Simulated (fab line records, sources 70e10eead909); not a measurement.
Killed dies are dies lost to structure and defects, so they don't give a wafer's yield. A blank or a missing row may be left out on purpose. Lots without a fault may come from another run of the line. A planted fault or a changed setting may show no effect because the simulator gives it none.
fab line records | flow nand_harc
record lots=24 wafers=72 last_day=33
route steps=1302 shown A_CHANNEL_HOLE_D2@571 A_CHANNEL_FILL_D2@612 A_STAIRCASE@684
lots that met no fault: from a run of the same line without faults
start_h: hours from the record's first day to the start of the lot's first wafer shown | wait_h: hours since the lot's step before | " the same as in the row above | L1.1+2: a row that stands for several wafers | - no value, or no start given | * or withheld: withheld | < > ~ a bound
route shown NAME@n: a module of which the file shows steps, and the number in the route of the first | usual: mean/standard deviation of fault-free wafers | same: alike in all rows | chamber/n: place in a boat | sites: the reading at each site | _std_site: their standard deviation | _edge_site: outer sites' mean less inner sites' | radius_mm: how far each site lies from the wafer's centre | mask NAME#n: copy n | behind: the tool/chamber that last shaped the wafer | hold: why the lot was held/for how many hours/how that ended | device: the transistor (n, p or np) that didn't switch | end of line: the same wafers' tests at the end of the route | a step without rows: its recipe alone | killed: dies lost to structure and defects at the first sort, not the wafer's yield | map: a wafer's dies, x killed, . not, _ none there
set.NAME: the setting as run; set.NAME@STEP: as run at that earlier step | model.NAME: the simulator's own value behind a step, which no gauge read
steps of the route over a sample of lots; a table a step, a row a wafer
services: from which hour (start_h, from the record's first day; less than 0 if before it) a tool's chamber was out of use, for how many hours, and why
## steps
# step NHARC_A_CHANNEL_HOLE_D2_DEP_01
# recipe target_thk_a=1400 target_thk_nm=140 temp_c=400 pressure_torr=3.5 flow_sccm=200 rf_w=350 material=SiON
# usual chamber_pressure_Torr=3.500/0.0071 heater_power_w=790/110
# columns lot.wafer tool chamber start_h wait_h chamber_pressure_Torr heater_power_w since_wet_clean_h
L074.2 pecvd-01 0 302.29 1.3 3.499 594 159
L074.6 " 2 " " 3.495 779 -
L074.5 " 0 " " 3.495 606 -
L075.2 pecvd-02 0 316.07 1.3 3.500 697 67
L075.1 " 1 " " 3.505 851 67
L075.5 " 1 " " 3.492 866 -
L076.1 pecvd-04 0 328.14 1.6 3.505 837 46
L076.6 " 2 " " 3.498 956 -
L076.4 " 1 " " 3.507 683 -
L078.2 pecvd-04 2 335.39 1.3 3.504 913 53
L078.1 " 1 " " 3.504 697 53
L078.5 " 1 " " 3.506 705 -
L077.4 pecvd-01 2 337.38 0.7 3.500 751 -
L077.6 " 0 " " 3.513 698 -
L077.5 " 1 " " 3.493 756 -
L079.3 pecvd-04 1 348.14 1.0 3.503 573 66
L079.2 " 2 " " 3.503 884 66
L079.6 " 0 " " 3.511 872 -
L080.1 pecvd-04 1 355.89 1.6 3.503 681 74
L080.6 " 1 " " 3.500 682 -
L080.4 " 0 " " 3.503 871 -
L081.3 pecvd-01 0 367.76 1.0 3.507 665 44
L081.1 " 1 " " 3.511 797 44
L081.5 " 0 " " 3.498 688 -
L082.1 pecvd-04 0 367.76 1.6 3.502 779 86
L082.2 " 1 " " 3.506 670 86
L082.4 " 0 " " 3.498 805 -
L084.3 pecvd-01 0 380.52 1.0 3.494 588 57
L084.6 " 2 " " 3.506 751 -
L084.5 " 0 " " 3.510 606 -
L083.2 pecvd-04 1 382.42 1.3 3.484 653 100
L083.3 " 2 " " 3.490 933 100
L083.5 " 1 " " 3.506 664 -
L087.2 pecvd-02 1 408.87 1.3 3.501 964 160
L087.3 " 0 " " 3.496 698 160
L087.5 " 2 " " 3.495 961 -
L085.3 pecvd-02 0 409.68 1.0 3.499 739 161
L085.2 " 1 " " 3.501 916 161
L085.5 " 2 " " 3.489 959 -
L086.1 pecvd-01 2 416.78 1.6 3.499 720 93
L086.3 " 0 " " 3.508 676 93
L086.6 " 1 " " 3.511 681 -
L088.2 pecvd-04 2 428.46 1.3 3.501 993 146
L088.3 " 0 " " 3.505 839 -
L088.6 " 2 " " 3.512 817 -
L089.2 pecvd-01 1 428.63 1.3 3.495 700 105
L089.3 " 2 " " 3.502 651 105
L089.4 " 2 " " 3.483 674 -
L090.3 pecvd-01 2 450.87 1.0 3.494 733 127
L090.4 " 2 " " 3.498 774 -
L090.5 " 0 " " 3.499 649 -
L092.1 pecvd-02 0 460.20 1.6 3.499 791 30
L092.5 " 0 " " 3.500 637 -
L092.4 " 1 " " 3.504 861 -
L091.2 pecvd-02 0 460.56 1.3 3.489 667 31
L091.6 " 0 " " 3.496 682 -
L091.5 " 2 " " 3.510 956 -
L093.1 pecvd-04 0 490.15 1.6 3.511 860 27
L093.6 " 0 " " 3.509 862 -
L093.5 " 2 " " 3.506 934 -
L094.3 pecvd-04 2 498.92 1.0 3.504 907 36
L094.2 " 1 " " 3.501 598 36
L094.5 " 0 " " 3.502 875 -
L095.3 pecvd-04 1 500.85 1.0 3.497 643 38
L095.4 " 2 " " 3.488 874 -
L095.5 " 0 " " 3.504 775 -
L096.1 pecvd-02 1 508.47 1.6 3.499 923 79
L096.3 " 2 " " 3.499 931 79
L096.5 " 0 " " 3.498 723 -
L097.2 pecvd-02 0 510.18 1.3 3.506 785 80
L097.6 " 2 " " 3.494 922 -
L097.4 " 1 " " 3.502 939 -
# step NHARC_A_CHANNEL_HOLE_D2_ETCH_39
# recipe target_depth_a=2600 over_etch_frac=0.3 time_s=325 ion_energy_ev=200 n2_flow_sccm=150 h2_flow_sccm=150 ar_flow_sccm=0 rf_w=400 bias_w=150 chemistry=N2/H2
# usual drypump_motor_current_A=5.9/0.42 h2_flow_sccm=150.0/0.45 oes_product_au=0.999/0.0085 rf_vpp_V=430.7/2.4 showerhead_plenum_p_Torr=2.04/0.083 throttle_valve_pct=14.170/0.0088
# columns lot.wafer tool chamber start_h wait_h drypump_motor_current_A h2_flow_sccm oes_product_au rf_hours_counter_h rf_vpp_V showerhead_plenum_p_Torr throttle_valve_pct
L074.2 rie_diel-01 2 - - 5.4 150.3 1.016 3.6 432.1 2.04 14.169
L074.5 " 1 " " 5.6 149.4 1.002 - 429.8 1.97 14.155
L074.6 " 2 " " 5.4 149.8 1.012 - 432.2 2.04 14.176
L075.1 rie_diel-02 2 - - 5.9 149.7 0.987 6.8 427.9 1.96 14.167
L075.2 " 0 " " 5.8 149.8 1.005 7.4 433.1 2.17 14.150
L075.5 " 2 " " 5.9 150.3 0.992 - 427.5 1.96 14.170
L076.4 rie_diel-01 0 - - 6.4 150.7 0.997 4.7 435.0 2.18 14.185
L076.1 " 1 " " 5.5 149.4 1.008 5.0 427.9 1.97 14.157
L076.6 " 2 " " 5.4 149.8 1.001 - 430.1 2.04 14.157
L078.1 rie_diel-01 3 - - 6.5 149.7 0.995 5.9 429.2 1.98 14.164
L078.2 " 2 " " 5.4 150.0 0.993 6.1 430.3 2.04 14.175
L078.5 " 3 " " 6.5 149.7 0.991 - 429.0 1.98 14.166
L077.4 rie_diel-01 1 - - 5.6 150.4 0.993 6.1 429.0 1.97 14.182
L077.6 " 2 " " 5.4 149.2 1.008 - 431.2 2.04 14.178
L077.5 " 3 " " 6.5 150.2 1.004 - 427.9 1.98 14.167
L079.3 rie_diel-02 2 - - 5.9 150.0 1.005 8.2 428.3 1.96 14.167
L079.2 " 0 " " 5.8 150.0 1.014 9.6 434.5 2.16 14.172
L079.6 " 1 " " 5.6 150.6 0.987 - 432.5 2.11 14.177
L080.1 rie_diel-01 2 - - 5.4 149.4 0.986 8.1 430.2 2.04 14.175
L080.4 " 3 " " 6.5 150.0 1.004 7.7 429.1 1.98 14.181
L080.6 " 1 " " 5.6 149.4 1.004 - 429.4 1.97 14.159
L081.1 rie_diel-01 2 - - 5.4 149.9 1.003 9.3 428.9 2.04 14.162
L081.3 " 1 " " 5.5 149.2 0.996 8.2 428.7 1.97 14.173
L081.5 " 2 " " 5.4 150.7 1.005 - 429.4 2.04 14.168
L082.2 rie_diel-02 3 - - 5.8 149.6 1.005 9.6 431.7 2.08 14.173
L082.1 " 1 " " 5.6 150.4 0.990 7.6 433.0 2.11 14.175
L082.4 " 2 " " 5.9 149.3 0.991 - 427.4 1.96 14.153
L084.3 rie_diel-02 2 - - 5.9 150.3 0.997 10.3 428.0 1.96 14.165
L084.6 " 0 " " 5.8 150.5 1.001 - 435.6 2.16 14.173
L084.5 " 1 " " 5.6 151.1 0.984 - 431.6 2.11 14.160
L083.3 rie_diel-06 0 - - 6.6 149.4 0.996 3.0 427.6 1.92 14.162
L083.2 " 2 " " 5.9 149.8 1.008 4.1 429.8 2.00 14.170
L083.5 " 1 " " 5.9 150.3 1.001 - 428.0 1.92 14.174
L087.2 rie_diel-01 2 - - 5.4 150.4 0.980 0.2 430.6 2.04 14.168
L087.3 " 3 " " 6.5 150.0 1.008 0.2 429.2 1.98 14.178
L087.5 " 2 " " 5.4 151.0 0.983 - 431.5 2.04 14.186
L085.3 rie_diel-02 3 - - 5.8 149.0 1.006 0.6 432.5 2.08 14.168
L085.2 " 0 " " 5.8 150.1 1.012 1.1 434.4 2.16 14.175
L085.5 " 0 " " 5.8 149.6 1.003 - 433.1 2.16 14.167
L086.3 rie_diel-06 0 - - 6.6 149.1 0.993 5.3 426.0 1.92 14.170
L086.1 " 1 " " 6.0 150.6 0.989 5.1 427.8 1.92 14.166
L086.6 " 0 " " 6.6 150.0 0.993 - 427.6 1.92 14.177
L088.2 rie_diel-01 3 - - 6.5 149.9 1.001 1.0 428.8 1.98 14.172
L088.3 " 0 " " 6.4 150.2 1.005 0.7 434.6 2.18 14.154
L088.6 " 1 " " 5.5 150.5 1.004 - 427.8 1.97 14.190
L089.3 rie_diel-02 2 - - 5.9 150.4 1.006 2.7 428.8 1.95 14.174
L089.2 " 3 " " 5.8 149.8 1.002 2.7 432.0 2.08 14.175
L089.4 " 2 " " 5.9 150.5 1.003 - 428.5 1.95 14.165
L090.3 rie_diel-06 0 - - 6.6 149.4 0.997 7.4 427.3 1.92 14.145
L090.4 " 3 " " 5.4 150.0 1.003 - 432.0 2.08 14.165
L090.5 " 0 " " 6.6 149.4 0.990 - 426.9 1.92 14.189
L092.1 rie_diel-01 2 - - 5.4 150.0 0.993 2.3 430.9 2.04 14.172
L092.4 " 1 " " 5.5 150.2 1.000 2.0 428.3 1.97 14.161
L092.5 " 3 " " 6.5 149.7 1.005 - 429.0 1.98 14.172
L091.2 rie_diel-06 0 - - 6.6 149.3 1.006 8.2 427.3 1.92 14.188
L091.6 " 2 " " 5.9 150.2 1.007 - 431.6 2.00 14.177
L091.5 " 3 " " 5.4 150.3 1.010 - 431.5 2.08 14.161
L093.1 rie_diel-01 0 - - 6.4 150.3 0.993 3.7 435.5 2.18 14.183
L093.5 " 3 " " 6.5 149.1 1.009 - 429.7 1.98 14.159
L093.6 " 0 " " 6.4 150.5 0.985 - 434.2 2.18 14.172
L094.2 rie_diel-01 0 - - 6.4 149.6 0.985 4.6 433.0 2.18 14.179
L094.3 " 2 " " 5.4 150.2 0.994 5.5 430.2 2.04 14.162
L094.5 " 2 " " 5.4 150.0 1.003 - 431.8 2.04 14.172
L095.3 rie_diel-01 3 - - 6.5 150.7 1.004 6.1 427.5 1.98 14.173
L095.5 " 0 " " 6.4 150.0 0.991 - 432.6 2.18 14.174
L095.4 " 2 " " 5.4 150.2 0.989 - 431.3 2.04 14.169
L096.3 rie_diel-02 1 - - 5.6 149.5 0.984 4.8 433.3 2.11 14.178
L096.1 " 3 " " 5.8 149.6 1.002 6.5 431.2 2.08 14.164
L096.5 " 2 " " 5.9 150.0 0.998 - 428.0 1.95 14.176
L097.2 rie_diel-02 1 - - 5.6 149.9 0.988 5.2 432.5 2.11 14.184
L097.4 " 2 " " 5.9 149.7 0.996 6.8 428.9 1.95 14.160
L097.6 " 0 " " 5.7 149.9 1.012 - 434.8 2.16 14.175
# step NHARC_A_CHANNEL_FILL_D2_ALD_02
# recipe target_thk_a=60 pulse_time_s=10 ald_cycles=60 temp_c=300 material=SiO2
# usual heater_power_w=461/57 precursor_pulse_height_rel=1.000/0.02
# columns lot.wafer tool chamber start_h wait_h heater_power_w precursor_pulse_height_rel since_wet_clean_h
L074.2 ald_hk-04 1 310.66 - 496 1.001 46
L074.6 " 3 " " 425 1.001 -
L074.5 " 0 " " 542 0.983 -
L075.1 ald_hk-02 0 324.13 - 385 1.042 142
L075.2 " 3 " " 435 1.028 142
L075.5 " 1 " " 530 1.022 -
L076.1 ald_hk-04 3 336.01 - 418 0.992 71
L076.4 " 1 " " 500 1.007 71
L076.6 " 0 " " 532 0.991 -
L078.1 ald_hk-04 0 343.53 - 539 0.977 79
L078.2 " 1 " " 491 1.008 79
L078.5 " 0 " " 533 1.018 -
L077.4 ald_hk-02 2 347.79 - 435 1.015 165
L077.6 " 3 " " 443 0.994 -
L077.5 " 0 " " 396 1.006 -
L079.2 ald_hk-04 0 356.28 - 538 0.989 92
L079.3 " 1 " " 483 0.975 92
L079.6 " 3 " " 418 0.999 -
L080.4 ald_hk-04 0 364.47 - 541 1.018 100
L080.1 " 2 " " 511 0.997 100
L080.6 " 1 " " 488 1.006 -
L082.2 ald_hk-01 0 376.04 - 428 0.999 62
L082.1 " 1 " " 404 1.005 62
L082.4 " 2 " " 399 0.963 62
L081.1 ald_hk-02 2 376.05 - 405 0.979 9
L081.3 " 3 " " 441 0.975 9
L081.5 " 2 " " 400 1.004 -
L084.3 ald_hk-02 1 390.66 - 564 0.991 24
L084.6 " 3 " " 466 1.005 -
L084.5 " 0 " " 396 1.001 -
L083.2 ald_hk-02 3 394.71 - 445 0.975 28
L083.3 " 0 " " 401 1.000 28
L083.5 " 3 " " 454 1.008 -
L087.2 ald_hk-02 0 416.81 - 398 1.005 50
L087.3 " 2 " " 411 1.008 50
L087.5 " 0 " " 389 0.992 -
L085.3 ald_hk-02 2 418.75 - 411 1.011 52
L085.2 " 3 " " 460 0.984 52
L085.5 " 2 " " 414 0.975 -
L086.3 ald_hk-02 0 424.74 - 392 0.994 58
L086.1 " 1 " " 528 1.031 58
L086.6 " 1 " " 546 1.023 -
L088.3 ald_hk-02 1 436.96 - 537 0.990 70
L088.2 " 3 " " 461 1.002 70
L088.6 " 1 " " 542 0.988 -
L089.2 ald_hk-02 1 437.78 - 548 0.992 71
L089.4 " 2 " " 407 1.036 71
L089.3 " 3 " " 462 0.994 71
L090.4 ald_hk-04 1 459.09 - 468 0.956 13
L090.3 " 3 " " 425 0.991 14
L090.5 " 0 " " 550 1.023 -
L092.1 ald_hk-04 3 468.22 - 414 0.982 23
L092.4 " 0 " " 546 1.000 23
L092.5 " 1 " " 465 1.034 -
L091.2 ald_hk-02 2 471.39 - 399 1.048 105
L091.6 " 0 " " 395 1.009 -
L091.5 " 1 " " 547 1.022 -
L093.1 ald_hk-01 2 498.45 - 395 1.001 6
L093.6 " 3 " " 398 0.996 -
L093.5 " 0 " " 429 0.988 -
L094.2 ald_hk-04 0 508.50 - 538 1.014 63
L094.3 " 1 " " 476 0.983 63
L094.5 " 0 " " 547 0.986 -
L095.3 ald_hk-04 0 509.51 - 549 1.026 64
L095.4 " 2 " " 527 0.976 64
L095.5 " 3 " " 437 1.009 -
L096.3 ald_hk-04 1 516.43 - 472 0.991 71
L096.1 " 3 " " 418 0.997 71
L096.5 " 1 " " 467 1.002 -
L097.2 ald_hk-01 2 524.91 - 395 1.010 33
L097.4 " 0 " " 425 1.034 33
L097.6 " 3 " " 385 0.991 -
# step NHARC_A_CHANNEL_FILL_D2_STRIP_29
# recipe time_s=20 o2_flow_sccm=500 ar_flow_sccm=0 bias_w=0 chemistry=O2
# usual drypump_motor_current_A=5.8/0.43 oes_product_au=0.997/0.0084 rf_vpp_V=57.5/0.88 showerhead_plenum_p_Torr=3.43/0.086 throttle_valve_pct=17.037/0.0096
# columns lot.wafer tool chamber start_h wait_h drypump_motor_current_A oes_product_au rf_hours_counter_h rf_vpp_V showerhead_plenum_p_Torr throttle_valve_pct
L074.2 rie_diel-12 0 351.95 0.2 5.5 0.988 3 58.4 3.55 17.029
L074.6 " 0 " " 5.5 0.985 - 57.8 3.55 17.027
L074.5 " 1 " " 5.0 1.008 - 57.4 3.31 17.031
L075.1 rie_diel-11 2 - - 6.0 0.990 2 57.0 3.46 17.036
L075.2 " 3 " " 6.3 1.009 3 58.6 3.50 17.038
L075.5 " 0 " " 6.2 0.988 - 57.7 3.43 17.030
L076.1 rie_diel-11 2 - - 6.0 0.994 3 56.2 3.46 17.050
L076.4 " 3 " " 6.3 1.004 3 57.8 3.50 17.044
L076.6 " 3 " " 6.3 0.998 - 58.2 3.50 17.033
L078.1 rie_diel-12 1 - - 5.0 1.004 4 56.3 3.31 17.029
L078.2 " 2 " " 5.7 1.000 2 57.6 3.32 17.035
L078.5 " 1 " " 5.0 0.990 - 59.5 3.31 17.039
L077.4 rie_diel-11 1 - - 5.9 0.991 3 56.8 3.46 17.047
L077.6 " 1 " " 5.9 0.985 - 58.4 3.46 17.040
L077.5 " 2 " " 6.0 0.991 - 57.7 3.46 17.041
L079.2 rie_diel-11 3 - - 6.3 1.001 3 57.5 3.50 17.044
L079.3 " 1 " " 5.9 0.990 3 57.4 3.46 17.041
L079.6 " 2 " " 6.0 0.988 - 57.2 3.46 17.048
L080.1 rie_diel-11 1 - - 5.9 0.980 4 57.8 3.46 17.043
L080.4 " 0 " " 6.2 1.000 4 58.2 3.43 17.043
L080.6 " 1 " " 5.9 0.994 - 56.5 3.46 17.034
L081.1 rie_diel-11 1 - - 5.9 0.989 4 58.3 3.46 17.042
L081.3 " 2 " " 6.1 0.990 4 57.1 3.45 17.023
L081.5 " 1 " " 5.9 0.982 - 58.4 3.46 17.038
L082.1 rie_diel-05 2 - - 5.8 0.987 22 57.0 3.53 17.041
L082.4 " 3 " " 4.9 1.001 26 57.7 3.42 17.050
L082.2 " 0 " " 5.5 1.010 28 57.6 3.47 17.053
L084.3 rie_diel-12 3 - - 5.9 0.986 5 55.1 3.32 17.022
L084.5 " 0 " " 5.5 0.976 - 58.5 3.55 17.020
L084.6 " 1 " " 5.0 1.005 - 57.4 3.31 17.027
L083.2 rie_diel-12 3 - - 5.9 0.982 5 58.3 3.32 17.038
L083.3 " 0 " " 5.6 0.983 5 58.4 3.55 17.030
L083.5 " 2 " " 5.7 0.999 - 57.6 3.32 17.019
L085.3 rie_diel-11 0 - - 6.2 1.004 1 56.6 3.43 17.042
L085.2 " 1 " " 5.9 0.995 1 56.4 3.46 17.030
L085.5 " 0 " " 6.3 1.005 - 57.2 3.43 17.038
L087.3 rie_diel-12 2 458.91 0.2 5.7 1.004 0 57.1 3.32 17.040
L087.2 " 1 " " 5.0 1.012 0 56.0 3.31 17.028
L087.5 " 2 " " 5.7 0.992 - 58.4 3.32 17.031
L086.3 rie_diel-11 1 - - 6.0 0.991 1 56.4 3.46 17.036
L086.1 " 2 " " 6.1 0.998 1 57.8 3.45 17.033
L086.6 " 0 " " 6.2 0.999 - 57.8 3.43 17.037
L088.3 rie_diel-11 3 - - 6.3 0.992 2 56.8 3.50 17.031
L088.2 " 2 " " 6.1 1.007 2 57.5 3.45 17.043
L088.6 " 0 " " 6.3 0.995 - 57.9 3.43 17.051
L089.4 rie_diel-12 0 - - 5.5 0.991 1 59.2 3.55 17.039
L089.2 " 2 " " 5.7 0.994 1 55.8 3.32 17.038
L089.3 " 3 " " 5.9 0.996 1 57.3 3.32 17.026
L090.3 rie_diel-12 1 - - 5.0 1.000 1 57.5 3.31 17.032
L090.4 " 3 " " 5.9 0.998 1 56.9 3.32 17.018
L090.5 " 2 " " 5.7 0.992 - 55.9 3.32 17.036
L092.4 rie_diel-12 1 - - 5.0 1.009 1 57.2 3.31 17.041
L092.1 " 0 " " 5.5 0.986 1 57.3 3.55 17.037
L092.5 " 1 " " 5.0 1.009 - 57.1 3.31 17.037
L091.2 rie_diel-11 3 - - 6.3 1.003 2 56.9 3.50 17.037
L091.5 " 1 " " 5.9 1.000 - 58.0 3.46 17.035
L091.6 " 2 " " 6.1 1.008 - 56.8 3.45 17.045
L093.1 rie_diel-05 3 - - 4.9 1.011 15 58.7 3.41 17.029
L093.6 " 3 " " 4.9 1.009 - 56.7 3.41 17.022
L093.5 " 0 " " 5.5 1.016 - 57.2 3.45 17.027
L094.3 rie_diel-11 2 - - 6.1 0.994 4 57.3 3.45 17.033
L094.2 " 0 " " 6.3 1.003 4 58.5 3.42 17.043
L094.5 " 3 " " 6.3 1.007 - 57.1 3.49 17.029
L095.3 rie_diel-11 0 - - 6.2 1.004 4 57.2 3.42 17.024
L095.4 " 3 " " 6.3 0.995 4 58.7 3.49 17.033
L095.5 " 1 " " 5.9 0.996 - 57.5 3.46 17.046
L096.1 rie_diel-12 2 - - 5.7 0.994 2 56.9 3.32 17.022
L096.3 " 0 " " 5.5 0.992 2 57.1 3.55 17.030
L096.5 " 2 " " 5.7 1.006 - 55.9 3.32 17.041
L097.4 rie_diel-12 2 - - 5.7 1.007 3 58.7 3.32 17.025
L097.2 " 0 " " 5.5 0.994 2 57.3 3.55 17.045
L097.6 " 2 " " 5.7 0.995 - 56.2 3.32 17.039
# step NHARC_A_STAIRCASE_ETCH_27
# recipe target_depth_a=1000 time_s=40.5 ion_energy_ev=400 c4f8_flow_sccm=20 o2_flow_sccm=10 ar_flow_sccm=withheld rf_w=600 bias_w=1000 chemistry=C4F8/O2
# usual oes_product_au=0.945/0.01 rf_vpp_V=895/5.8
# columns lot.wafer tool chamber start_h wait_h oes_product_au rf_hours_counter_h rf_vpp_V
L074.2 rie_diel-07 2 - - 0.933 15 890
L074.6 " 3 " " 0.950 - 901
L074.5 " 0 " " 0.941 - 891
L075.1 rie_diel-10 1 - - 0.947 34 890
L075.2 " 2 " " 0.955 43 905
L075.5 " 3 " " 0.938 - 897
L076.4 rie_diel-10 1 - - 0.947 37 891
L076.1 " 2 " " 0.929 49 905
L076.6 " 2 " " 0.928 - 904
L078.2 rie_diel-07 2 - - 0.936 25 889
L078.1 " 0 " " 0.937 31 889
L078.5 " 1 " " 0.938 - 899
L077.4 rie_diel-03 0 - - 0.954 35 892
L077.6 " 0 " " 0.955 - 892
L077.5 " 1 " " 0.955 - 888
L079.3 rie_diel-10 0 - - 0.957 53 895
L079.2 " 1 " " 0.947 48 890
L079.6 " 1 " " 0.945 - 890
L080.1 rie_diel-03 3 - - 0.936 43 891
L080.4 " 2 " " 0.923 - 901
L080.6 " 3 " " 0.932 - 891
L081.1 rie_diel-10 0 - - 0.956 0 895
L081.3 " 1 " " 0.961 1 891
L081.5 " 1 " " 0.964 - 891
L082.1 rie_diel-03 2 - - 0.936 51 900
L082.4 " 3 " " 0.957 48 891
L082.2 " 0 " " 0.945 47 891
L084.3 rie_diel-10 3 - - 0.944 5 898
L084.6 " 2 " " 0.941 - 905
L084.5 " 3 " " 0.951 - 897
L083.2 rie_diel-07 2 - - 0.934 46 889
L083.3 " 1 " " 0.949 44 899
L083.5 " 2 " " 0.944 - 889
L085.3 rie_diel-03 2 - - 0.936 2 902
L085.2 " 0 " " 0.930 2 891
L085.5 " 2 " " 0.941 - 900
L087.3 rie_diel-03 0 - - 0.942 2 892
L087.2 " 3 " " 0.944 2 889
L087.5 " 1 " " 0.952 - 906
L086.3 rie_diel-10 2 - - 0.929 23 902
L086.1 " 0 " " 0.942 12 898
L086.6 " 2 " " 0.921 - 904
L088.3 rie_diel-07 2 - - 0.955 2 889
L088.2 " 3 " " 0.959 2 900
L088.6 " 3 " " 0.959 - 901
L089.3 rie_diel-03 0 - - 0.933 8 889
L089.4 " 1 " " 0.953 10 907
L089.2 " 3 " " 0.953 8 890
L090.4 rie_diel-10 3 - - 0.925 36 897
L090.3 " 1 " " 0.933 30 889
L090.5 " 3 " " 0.939 - 894
L092.1 rie_diel-07 1 - - 0.950 15 897
L092.4 " 2 " " 0.942 14 887
L092.5 " 0 " " 0.939 - 889
L091.2 rie_diel-10 0 - - 0.937 27 897
L091.5 " 2 " " 0.940 - 903
L091.6 " 3 " " 0.943 - 897
L093.1 rie_diel-07 1 - - 0.960 22 897
L093.6 " 3 " " 0.957 - 900
L093.5 " 0 " " 0.948 - 890
L094.3 rie_diel-07 2 - - 0.949 23 887
L094.2 " 1 " " 0.962 25 897
L094.5 " 3 " " 0.941 - 899
L095.4 rie_diel-03 3 - - 0.953 33 890
L095.3 " 0 " " 0.941 29 890
L095.5 " 3 " " 0.961 - 890
L096.3 rie_diel-07 2 - - 0.956 25 889
L096.1 " 3 " " 0.951 27 900
L096.5 " 1 " " 0.951 - 897
L097.4 rie_diel-10 3 - - 0.937 60 896
L097.2 " 1 " " 0.938 55 889
L097.6 " 3 " " 0.940 - 896
# step NHARC_A_STAIRCASE_STRIP_175
# recipe power_w=1500 temp_c=250 chemistry=O2
# usual drypump_motor_current_A=6.2/0.48 heater_power_w=327/27
# columns lot.wafer tool chamber start_h wait_h drypump_motor_current_A heater_power_w rf_hours_counter_h
L074.2 plasma_asher-02 0 363.03 0.1 6.6 316 19
L074.5 " 1 " " 5.4 350 -
L074.6 " 0 " " 6.6 320 -
L075.2 plasma_asher-02 0 380.87 0.1 6.7 322 26
L075.1 " 1 " " 5.4 365 26
L075.5 " 1 " " 5.4 360 -
L076.1 plasma_asher-01 1 394.30 0.1 6.3 294 4
L076.4 " 1 " " 6.3 293 -
L076.6 " 0 " " 6.4 345 -
L078.1 plasma_asher-01 1 397.78 0.1 6.2 296 5
L078.2 " 0 " " 6.4 343 5
L078.5 " 0 " " 6.4 348 -
L077.4 plasma_asher-02 0 401.66 0.2 6.6 321 -
L077.5 " 1 " " 5.4 364 -
L077.6 " 0 " " 6.6 319 -
L079.2 plasma_asher-01 1 411.10 0.1 6.3 290 9
L079.3 " 1 " " 6.2 295 -
L079.6 " 1 " " 6.2 292 -
L080.1 plasma_asher-02 0 419.47 0.1 6.6 316 35
L080.4 " 0 " " 6.6 318 -
L080.6 " 0 " " 6.6 318 -
L081.1 plasma_asher-01 0 432.99 0.3 6.4 342 13
L081.3 " 1 " " 6.2 294 -
L081.5 " 0 " " 6.4 348 -
L082.2 plasma_asher-01 0 433.66 0.1 6.4 341 14
L082.1 " 1 " " 6.2 293 14
L082.4 " 0 " " 6.4 350 -
L084.3 plasma_asher-02 0 444.36 0.2 6.6 303 -
L084.5 " 1 " " 5.4 361 -
L084.6 " 0 " " 6.6 303 -
L083.2 plasma_asher-01 1 449.52 0.1 6.3 285 18
L083.3 " 1 " " 6.2 295 -
L083.5 " 0 " " 6.4 356 -
L085.2 plasma_asher-02 0 473.87 0.1 6.6 313 8
L085.3 " 1 " " 5.4 364 -
L085.5 " 1 " " 5.4 357 -
L087.2 plasma_asher-01 1 473.99 0.1 6.4 294 22
L087.3 " 0 " " 6.4 354 -
L087.5 " 1 " " 6.3 289 -
L086.1 plasma_asher-01 1 479.67 0.1 6.3 294 23
L086.3 " 0 " " 6.4 347 -
L086.6 " 0 " " 6.4 348 -
L088.2 plasma_asher-01 0 491.82 0.1 6.4 342 26
L088.3 " 0 " " 6.4 343 -
L088.6 " 0 " " 6.4 347 -
L089.2 plasma_asher-02 0 492.18 0.1 6.6 306 13
L089.4 " 1 " " 5.4 364 -
L089.3 " 0 " " 6.6 300 -
L090.3 plasma_asher-02 0 511.71 0.2 6.6 300 -
L090.4 " 1 " " 5.4 361 -
L090.5 " 0 " " 6.6 312 -
L092.1 plasma_asher-02 0 524.68 0.1 6.6 311 19
L092.4 " 0 " " 6.7 311 -
L092.5 " 1 " " 5.4 365 -
L091.2 plasma_asher-02 0 525.24 0.3 6.6 302 20
L091.6 " 0 " " 6.6 304 -
L091.5 " 1 " " 5.4 356 -
L093.1 plasma_asher-02 1 553.59 0.1 5.4 358 26
L093.5 " 0 " " 6.6 313 -
L093.6 " 1 " " 5.4 356 -
L094.2 plasma_asher-01 1 562.44 0.1 6.3 276 6
L094.3 " 0 " " 6.4 334 -
L094.5 " 0 " " 6.4 343 -
L095.4 plasma_asher-02 0 565.98 0.2 6.6 300 -
L095.3 " 1 " " 5.4 356 -
L095.5 " 1 " " 5.4 355 -
L096.1 plasma_asher-01 1 570.86 0.1 6.3 281 8
L096.3 " 0 " " 6.4 341 -
L096.5 " 1 " " 6.3 298 -
L097.2 plasma_asher-01 1 579.20 0.1 6.3 296 10
L097.4 " 1 " " 6.3 293 -
L097.6 " 1 " " 6.2 285 -
## services
# columns tool chamber start_h hours kind
ald_hk-02 - 284.76 0.8 repair
pecvd-04 2 298.47 13.5 repair
ald_hk-04 - 316.66 1.7 repair
rie_diel-12 2 325.90 35.5 repair
rie_diel-11 0 326.31 7.6 repair
plasma_asher-02 - 336.10 3.1 repair
plasma_asher-01 - 342.83 9.0 pm
rie_diel-12 3 344.48 10.1 repair
plasma_asher-02 - 359.32 1.6 repair
rie_diel-12 0 363.21 4.3 repair
plasma_asher-02 - 389.48 2.9 repair
rie_diel-11 2 391.65 5.0 repair
rie_diel-01 - 395.71 9.0 pm
rie_diel-11 1 409.65 6.9 repair
pecvd-04 1 425.09 23.7 repair
plasma_asher-02 - 426.00 9.0 pm
rie_diel-01 - 426.43 1.0 repair
rie_diel-11 - 432.50 9.0 pm
rie_diel-01 1 499.19 7.7 repair
plasma_asher-01 - 520.36 9.0 pm
ald_hk-02 - 534.77 10.0 pm
rie_diel-11 2 564.97 2.7 repair
rie_diel-01 0 569.72 2.6 repair
rie_diel-01 - 572.71 9.0 pm
## key
fault none
